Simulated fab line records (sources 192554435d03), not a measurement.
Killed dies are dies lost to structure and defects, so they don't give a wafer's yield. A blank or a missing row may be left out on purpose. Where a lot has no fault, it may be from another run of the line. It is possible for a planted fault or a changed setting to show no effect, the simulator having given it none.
Matching of chambers | flow n5-finfet | N5_BEOL_M7_VIA_ETCH_34 on rie-diel-04 has 4 sister chambers
The step etches SiCOH lowk in C4F6/O2, target depth 125.5 nm, time 50.5 s. 4 wafers are shown with their chamber, then 12 later ones without.

WAFERS WITH THEIR CHAMBER
wafer  | chamber | drypump-motor-current-A (A)
L089.3 | 0       | 6.0
L091.1 | 3       | 4.9
L091.3 | 2       | 4.8
L091.4 | 1       | 5.5

WAFERS WHOSE CHAMBER IS MISSING
wafer  | drypump-motor-current-A (A)
L090.2 | 4.9
L090.3 | 6.1
L090.6 | 5.5
L092.1 | 4.9
L092.3 | 5.5
L092.6 | 6.0
L093.1 | 4.9
L093.3 | 6.0
L093.6 | 4.9
L094.2 | 5.5
L094.3 | 4.9
L094.6 | 4.9

EACH ONE'S CHAMBER
wafer  | from the rows above | in truth
L090.2 | 3                   | 3
L090.3 | 0                   | 0
L090.6 | 1                   | 1
L092.1 | 3                   | 3
L092.3 | 1                   | 1
L092.6 | 0                   | 0
L093.1 | 3                   | 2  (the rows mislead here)
L093.3 | 0                   | 0
L093.6 | 3                   | 3
L094.2 | 1                   | 1
L094.3 | 3                   | 3
L094.6 | 3                   | 3
Correctly placed: 11 of 12. Not placeable from these rows: 0. Number placed wrongly: 1.
How it was worked out, from the rows above alone: a wafer's distance from a chamber is the root of the sum, over the readings, of the square of ((its reading less the chamber's mean) divided by the reading's scatter). The wafer belongs to the nearest chamber; if the next one is less than 2 further off, it can't be placed. The mean given for a chamber averages the wafers shown for that chamber. The scatter (one wafer shown for each chamber): square how far every hidden wafer sits from the nearest shown wafer, average those squares and take the square root.
